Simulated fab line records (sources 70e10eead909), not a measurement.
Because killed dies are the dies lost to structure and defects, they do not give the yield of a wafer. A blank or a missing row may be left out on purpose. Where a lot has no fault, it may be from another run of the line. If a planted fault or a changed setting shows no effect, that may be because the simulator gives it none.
Which of the tools did it?	flow nand-harc	69 wafers from 23 lots sampled at 6 of the route's 1302 steps

WHAT THE GAUGES READ, wafer by wafer
The record holds no reading of a measuring or inspecting step that can be judged against a usual standard deviation.

WHAT TOOL EACH LOT RAN ON (gives the tool, then ch and the chambers of the sampled wafers, and finally the start)
lot	NHARC_A_STAIRCASE_ETCH_15	NHARC_A_STAIRCASE_TRIM_22	NHARC_A_STAIRCASE_ETCH_23	NHARC_A_STAIRCASE_TRIM_191	NHARC_A_STAIRCASE_TRIM_202	NHARC_A_STAIRCASE_TRIM_222
L075	rie-diel-03 ch 0,1,3, no start	rie-diel-03 ch 0,1,3, no start	rie-diel-03 ch 0,1,3, no start	rie-diel-03 ch 0,1,3, no start	rie-diel-05 ch 1,2,3, no start	rie-diel-05 ch 0,1,2, no start
L074	rie-diel-05 ch 1,2,3, no start	rie-diel-03 ch 0,1, no start	rie-diel-03 ch 0,1,3, no start	rie-diel-05 ch 0,1,2, no start	rie-diel-05 ch 0,2,3, no start	rie-diel-05 ch 1,2,3, no start
L076	rie-diel-07 ch 2,3, no start	rie-diel-07 ch 1,2,3, no start	rie-diel-07 ch 0,1,3, no start	rie-diel-05 ch 1,2,3, no start	rie-diel-05 ch 1,2,3, no start	rie-diel-07 ch 0,1,3, no start
L077	rie-diel-03 ch 1,3, no start	rie-diel-03 ch 1,2, no start	rie-diel-03 ch 1,2,3, no start	rie-diel-05 ch 0,3, no start	rie-diel-05 ch 0,1, no start	rie-diel-05 ch 0,3, no start
L079	rie-diel-03 ch 0,3, no start	rie-diel-07 ch 1,3, no start	rie-diel-07 ch 2,3, no start	rie-diel-03 ch 0,2,3, no start	rie-diel-03 ch 0,1,2, no start	rie-diel-03 ch 0,3, no start
L078	rie-diel-03 ch 2,3, no start	rie-diel-03 ch 0,3, no start	rie-diel-03 ch 0,2,3, no start	rie-diel-03 ch 0,1,2, no start	rie-diel-07 ch 1,2,3, no start	rie-diel-03 ch 0,1, no start
L081	rie-diel-05 ch 1,3, no start	rie-diel-05 ch 0,1, no start	rie-diel-05 ch 0,2,3, no start	rie-diel-07 ch 0,2, no start	rie-diel-05 ch 1,2, no start	rie-diel-03 ch 1,3, no start
L080	rie-diel-07 ch 0,2, day 18 14:26 or earlier	rie-diel-03 ch 1,2, day 18 14:26	rie-diel-03 ch 1,2, no start	rie-diel-07 ch 0,1,2, no start	rie-diel-03 ch 1,3, no start	rie-diel-03 ch 2,3, no start
L082	rie-diel-07 ch 1,2, no start	rie-diel-05 ch 1,2,3, no start	rie-diel-05 ch 0,1,3, no start	rie-diel-03 ch 1,2,3, no start	rie-diel-05 ch 1,2, no start	rie-diel-07 ch 0,1,2, no start
L083	rie-diel-07 ch 0,2, no start	rie-diel-07 ch 0,1,2, no start	rie-diel-07 ch 0,1, no start	rie-diel-07 ch 1,2, no start	rie-diel-03 ch 0,2, no start	rie-diel-03 ch 0,3, no start
L084	rie-diel-07 ch 0,2,3, no start	rie-diel-07 ch 2,3, no start	rie-diel-07 ch 0,2,3, no start	rie-diel-05 ch 1,2,3, no start	rie-diel-05 ch 0,2,3, no start	rie-diel-03 ch 2,3, no start
L085	rie-diel-03 ch 2,3, no start	rie-diel-03 ch 1,3, no start	rie-diel-03 ch 0,1,3, no start	rie-diel-03 ch 1,2, no start	rie-diel-05 ch 1,2, no start	rie-diel-03 ch 1,2,3, no start
L086	rie-diel-03 ch 2,3, no start	rie-diel-07 ch 0,2,3, no start	rie-diel-07 ch 1,2,3, no start	rie-diel-07 ch 0,1,2, no start	rie-diel-07 ch 0,2, no start	rie-diel-07 ch 0,1, no start
L087	rie-diel-03 ch 1,2,3, no start	rie-diel-05 ch 0,2, no start	rie-diel-05 ch 0,2,3, no start	rie-diel-03 ch 1,2, no start	rie-diel-03 ch 0,1,2, no start	rie-diel-03 ch 1,2,3, no start
L089	rie-diel-03 ch 1,2, no start	rie-diel-07 ch 0,2,3, no start	rie-diel-07 ch 0,2,3, no start	rie-diel-03 ch 0,1,2, no start	rie-diel-03 ch 0,3, no start	rie-diel-05 ch 1,2, no start
L088	rie-diel-05 ch 0,1,2, no start	rie-diel-05 ch 2,3, no start	rie-diel-05 ch 1,3, no start	rie-diel-03 ch 1,2, no start	rie-diel-03 ch 0,1,2, no start	rie-diel-05 ch 0,1,3, no start
L090	rie-diel-05 ch 0,2, no start	rie-diel-05 ch 0,1,2, no start	rie-diel-05 ch 0,1,2, no start	rie-diel-07 ch 1,3, no start	rie-diel-05 ch 0,1,2, no start	rie-diel-03 ch 2,3, no start
L092	rie-diel-05 ch 0,2,3, no start	rie-diel-07 ch 1,2, no start	rie-diel-07 ch 0,1,2, no start	rie-diel-07 ch 0,2,3, no start	rie-diel-03 ch 0,1, no start	rie-diel-03 ch 0,1,3, no start
L093	rie-diel-07 ch 0,1, no start	rie-diel-07 ch 1,3, no start	rie-diel-07 ch 1,3, no start	rie-diel-07 ch 0,1,3, no start	rie-diel-07 ch 0,1,3, no start	rie-diel-07 ch 0,1, no start
L095	rie-diel-03 ch 0,1,3, no start	rie-diel-03 ch 1,2,3, no start	rie-diel-03 ch 0,3, no start	rie-diel-03 ch 1,2, no start	rie-diel-03 ch 0,1,3, no start	rie-diel-03 ch 0,3, no start
L094	rie-diel-05 ch 1,2,3, no start	rie-diel-07 ch 0,1,3, no start	rie-diel-07 ch 0,1,3, no start	rie-diel-03 ch 1,2,3, no start	rie-diel-03 ch 0,1,3, no start	rie-diel-05 ch 1,2,3, no start
L096	rie-diel-03 ch 1,2, no start	rie-diel-03 ch 1,2, no start	rie-diel-03 ch 1,2,3, no start	rie-diel-07 ch 0,3, no start	rie-diel-03 ch 1,3, no start	rie-diel-07 ch 0,1,2, no start
L097	rie-diel-03 ch 1,2, no start	rie-diel-07 ch 0,1,3, no start	rie-diel-07 ch 0,1, no start	rie-diel-03 ch 1,2, no start	rie-diel-07 ch 2,3, no start	rie-diel-03 ch 2,3, no start
- NHARC_A_STAIRCASE_ETCH_15: etches the open film in C4F8/O2, target depth 100 nm, time 40.5 s.
- NHARC_A_STAIRCASE_TRIM_22: chemistry O2, time 211.2 s.
- NHARC_A_STAIRCASE_ETCH_23: etches the open film in C4F8/O2, target depth 100 nm, time 40.5 s.
- NHARC_A_STAIRCASE_TRIM_191: chemistry O2, time 211.2 s.
- NHARC_A_STAIRCASE_TRIM_202: chemistry O2, time 211.2 s.
- NHARC_A_STAIRCASE_TRIM_222: chemistry O2, time 211.2 s.

WHAT THE TOOLS THEMSELVES READ (means of the sampled wafers that have a number; where no wafer has one, the mark that the record gives instead)
NHARC_A_STAIRCASE_ETCH_15. Usual: oes-product-au 0.940 a.u., standard deviation 0.01; rf-vpp-V 899 V, standard deviation 6.9.
lot	tool	oes-product-au (a.u.)	rf-vpp-V (V)	flag
L075	rie-diel-03	0.939	894	
L074	rie-diel-05	0.940	898	
L076	rie-diel-07	0.932	892	
L077	rie-diel-03	0.935	899	
L079	rie-diel-03	0.931	900	
L078	rie-diel-03	0.944	904	
L081	rie-diel-05	0.935	893	
L080	rie-diel-07	0.930	892	
L082	rie-diel-07	0.935	899	
L083	rie-diel-07	0.935	896	
L084	rie-diel-07	0.929	896	
L085	rie-diel-03	0.961	904	
L086	rie-diel-03	0.950	904	
L087	rie-diel-03	0.946	905	
L089	rie-diel-03	0.940	905	
L088	rie-diel-05	0.950	898	
L090	rie-diel-05	0.939	902	
L092	rie-diel-05	0.940	901	
L093	rie-diel-07	0.948	903	
L095	rie-diel-03	0.935	899	
L094	rie-diel-05	0.934	898	
L096	rie-diel-03	0.940	904	
L097	rie-diel-03	0.934	904	

NHARC_A_STAIRCASE_TRIM_22. Usual: drypump-motor-current-A 5.9 A, standard deviation 0.42; oes-product-au 0.997 a.u., standard deviation 0.0092; rf-vpp-V 57.9 V, standard deviation 1; showerhead-plenum-p-Torr 3.56 Torr, standard deviation 0.2; throttle-valve-pct 17.035 %, standard deviation 0.0089.
lot	tool	drypump-motor-current-A (A)	oes-product-au (a.u.)	rf-vpp-V (V)	showerhead-plenum-p-Torr (Torr)	throttle-valve-pct (%)	flag
L075	rie-diel-03	6.2	0.994	57.0	3.47	17.035	
L074	rie-diel-03	5.8	1.007	57.1	3.31	17.039	
L076	rie-diel-07	5.9	0.988	57.0	3.58	17.036	
L077	rie-diel-03	6.1	1.000	56.6	3.45	17.036	
L079	rie-diel-07	6.0	0.990	58.3	3.69	17.032	
L078	rie-diel-03	6.0	1.005	58.7	3.47	17.038	
L081	rie-diel-05	5.2	0.988	57.1	3.45	17.026	
L080	rie-diel-03	6.1	1.002	58.4	3.44	17.045	
L082	rie-diel-05	5.7	0.990	58.5	3.57	17.039	
L083	rie-diel-07	5.8	0.988	57.3	3.58	17.044	
L084	rie-diel-07	6.0	1.004	57.5	3.52	17.034	
L085	rie-diel-03	6.5	1.004	58.7	3.78	17.033	
L086	rie-diel-07	5.9	0.994	57.6	3.52	17.038	
L087	rie-diel-05	5.7	0.997	58.5	3.70	17.036	
L089	rie-diel-07	6.0	0.991	58.4	3.52	17.036	
L088	rie-diel-05	5.9	0.992	58.0	3.69	17.046	
L090	rie-diel-05	5.5	0.991	57.5	3.57	17.033	
L092	rie-diel-07	5.7	0.994	58.3	3.45	17.032	
L093	rie-diel-07	5.9	0.999	58.4	3.70	17.040	
L095	rie-diel-03	6.3	1.011	58.7	3.76	17.029	
L094	rie-diel-07	5.9	0.998	58.4	3.66	17.045	
L096	rie-diel-03	6.1	1.009	58.1	3.76	17.033	
L097	rie-diel-07	6.0	0.999	57.7	3.66	17.037	

NHARC_A_STAIRCASE_ETCH_23. Usual: oes-product-au 0.946 a.u., standard deviation 0.013; rf-vpp-V 897 V, standard deviation 7.1.
lot	tool	oes-product-au (a.u.)	rf-vpp-V (V)	flag
L075	rie-diel-03	0.937	894	
L074	rie-diel-03	0.948	893	
L076	rie-diel-07	0.941	902	
L077	rie-diel-03	0.946	900	
L079	rie-diel-07	0.948	892	
L078	rie-diel-03	0.951	900	
L081	rie-diel-05	0.945	901	
L080	rie-diel-03	0.948	898	
L082	rie-diel-05	0.959	895	
L083	rie-diel-07	0.943	904	
L084	rie-diel-07	0.931	895	
L085	rie-diel-03	0.957	898	
L086	rie-diel-07	0.963	897	
L087	rie-diel-05	0.958	900	
L089	rie-diel-07	0.954	895	
L088	rie-diel-05	0.948	894	
L090	rie-diel-05	0.935	897	
L092	rie-diel-07	0.954	897	
L093	rie-diel-07	0.937	903	
L095	rie-diel-03	0.940	898	
L094	rie-diel-07	0.951	900	
L096	rie-diel-03	0.943	904	
L097	rie-diel-07	0.963	901	

NHARC_A_STAIRCASE_TRIM_191. Usual: drypump-motor-current-A 5.9 A, standard deviation 0.39; oes-product-au 1.000 a.u., standard deviation 0.0082; rf-vpp-V 57.9 V, standard deviation 0.93; showerhead-plenum-p-Torr 3.61 Torr, standard deviation 0.19; throttle-valve-pct 17.037 %, standard deviation 0.0092.
lot	tool	drypump-motor-current-A (A)	oes-product-au (a.u.)	rf-vpp-V (V)	showerhead-plenum-p-Torr (Torr)	throttle-valve-pct (%)	flag
L075	rie-diel-03	6.1	0.993	57.5	3.47	17.037	
L074	rie-diel-05	5.5	0.998	58.2	3.59	17.041	
L076	rie-diel-05	5.7	1.000	58.0	3.58	17.028	
L077	rie-diel-05	5.1	0.996	57.3	3.59	17.032	
L079	rie-diel-03	6.1	0.998	57.6	3.62	17.030	
L078	rie-diel-03	6.0	1.002	58.0	3.46	17.033	
L081	rie-diel-07	5.8	0.996	57.9	3.54	17.034	
L080	rie-diel-07	5.8	1.000	58.5	3.58	17.034	
L082	rie-diel-03	6.3	1.001	57.7	3.61	17.039	
L083	rie-diel-07	5.8	1.008	57.1	3.62	17.041	
L084	rie-diel-05	5.7	0.993	58.2	3.56	17.039	
L085	rie-diel-03	6.1	1.014	57.8	3.77	17.036	
L086	rie-diel-07	5.8	0.995	58.5	3.57	17.032	
L087	rie-diel-03	6.0	1.010	58.2	3.77	17.043	
L089	rie-diel-03	5.9	1.000	58.4	3.62	17.043	
L088	rie-diel-03	6.0	1.010	58.0	3.77	17.038	
L090	rie-diel-07	5.9	1.005	57.9	3.71	17.037	
L092	rie-diel-07	5.9	0.996	57.2	3.52	17.035	
L093	rie-diel-07	6.0	0.996	58.0	3.66	17.033	
L095	rie-diel-03	6.1	1.002	58.5	3.76	17.029	
L094	rie-diel-03	6.3	1.005	58.1	3.76	17.035	
L096	rie-diel-07	6.0	0.997	57.3	3.62	17.048	
L097	rie-diel-03	6.1	0.991	59.0	3.77	17.032	

NHARC_A_STAIRCASE_TRIM_202. Usual: drypump-motor-current-A 5.8 A, standard deviation 0.49; oes-product-au 1.000 a.u., standard deviation 0.0087; rf-vpp-V 58.0 V, standard deviation 0.99; showerhead-plenum-p-Torr 3.60 Torr, standard deviation 0.19; throttle-valve-pct 17.036 %, standard deviation 0.0097.
lot	tool	drypump-motor-current-A (A)	oes-product-au (a.u.)	rf-vpp-V (V)	showerhead-plenum-p-Torr (Torr)	throttle-valve-pct (%)	flag
L075	rie-diel-05	5.7	0.999	58.2	3.58	17.033	
L074	rie-diel-05	5.4	1.006	57.2	3.66	17.039	
L076	rie-diel-05	5.7	0.996	58.2	3.58	17.037	
L077	rie-diel-05	5.2	0.994	58.3	3.45	17.039	
L079	rie-diel-03	5.9	1.010	57.4	3.46	17.039	
L078	rie-diel-07	5.9	0.995	58.5	3.57	17.039	
L081	rie-diel-05	6.0	0.987	57.5	3.63	17.040	
L080	rie-diel-03	6.3	0.996	58.1	3.45	17.043	
L082	rie-diel-05	6.0	0.987	58.2	3.63	17.037	
L083	rie-diel-03	6.0	1.009	57.7	3.61	17.031	
L084	rie-diel-05	5.4	0.994	57.7	3.64	17.036	
L085	rie-diel-05	6.0	0.988	58.8	3.63	17.028	
L086	rie-diel-07	5.9	1.002	58.0	3.53	17.032	
L087	rie-diel-03	6.0	1.008	57.5	3.62	17.044	
L089	rie-diel-03	6.0	1.004	57.6	3.46	17.050	
L088	rie-diel-03	6.0	1.005	57.9	3.61	17.037	
L090	rie-diel-05	5.5	0.995	58.5	3.56	17.036	
L092	rie-diel-03	6.0	1.003	58.1	3.63	17.042	
L093	rie-diel-07	6.0	0.994	58.6	3.66	17.042	
L095	rie-diel-03	6.1	1.005	57.5	3.61	17.038	
L094	rie-diel-03	6.1	0.998	59.2	3.61	17.039	
L096	rie-diel-03	6.5	1.006	58.5	3.77	17.042	
L097	rie-diel-07	6.0	1.001	57.7	3.49	17.029	

NHARC_A_STAIRCASE_TRIM_222. Usual: drypump-motor-current-A 5.9 A, standard deviation 0.47; oes-product-au 1.000 a.u., standard deviation 0.0087; rf-vpp-V 58.0 V, standard deviation 0.95; showerhead-plenum-p-Torr 3.61 Torr, standard deviation 0.19; throttle-valve-pct 17.036 %, standard deviation 0.0086.
lot	tool	drypump-motor-current-A (A)	oes-product-au (a.u.)	rf-vpp-V (V)	showerhead-plenum-p-Torr (Torr)	throttle-valve-pct (%)	flag
L075	rie-diel-05	5.5	0.997	57.8	3.59	17.035	
L074	rie-diel-05	5.7	1.011	58.4	3.58	17.028	
L076	rie-diel-07	6.0	0.997	58.3	3.70	17.034	
L077	rie-diel-05	4.9	0.988	57.7	3.60	17.038	
L079	rie-diel-03	6.0	0.990	57.8	3.47	17.036	
L078	rie-diel-03	6.0	1.004	57.1	3.30	17.030	
L081	rie-diel-03	6.3	0.993	57.6	3.45	17.042	
L080	rie-diel-03	6.3	1.009	58.0	3.77	17.037	
L082	rie-diel-07	5.8	0.992	57.1	3.58	17.047	
L083	rie-diel-03	6.0	1.003	58.1	3.46	17.029	
L084	rie-diel-03	6.5	1.000	58.1	3.77	17.044	
L085	rie-diel-03	6.3	1.003	57.9	3.78	17.039	
L086	rie-diel-07	5.9	0.999	58.5	3.69	17.027	
L087	rie-diel-03	6.2	1.002	58.1	3.77	17.038	
L089	rie-diel-05	6.0	0.988	57.9	3.63	17.033	
L088	rie-diel-05	5.2	1.000	57.7	3.50	17.039	
L090	rie-diel-03	6.5	1.006	58.0	3.76	17.034	
L092	rie-diel-03	6.1	1.006	57.5	3.62	17.042	
L093	rie-diel-07	5.8	0.995	58.6	3.71	17.042	
L095	rie-diel-03	6.3	1.004	58.2	3.60	17.033	
L094	rie-diel-05	5.7	0.993	57.8	3.55	17.029	
L096	rie-diel-07	5.8	1.007	58.5	3.55	17.034	
L097	rie-diel-03	6.5	1.007	58.5	3.75	17.035	

THE ANSWER, worked out from the rows above alone
Rule: a lot is off if the mean of its wafers that have a number lies more than 3 standard deviations from the usual mean. Also off: a lot with no number at a reading for which 4 or more lots have one. All remaining lots with rows at the step are treated as sound. The gauges are gone through in route order, then the tools' own readings, and for those a lot's mean is taken as printed above. The first step at which some lot is off is used, and at that step the reading that is off furthest; a lot without a number counts as furthest.
None of the lots is off at any reading shown; this tells nothing.

WHAT THE SIMULATOR HAD INSERTED
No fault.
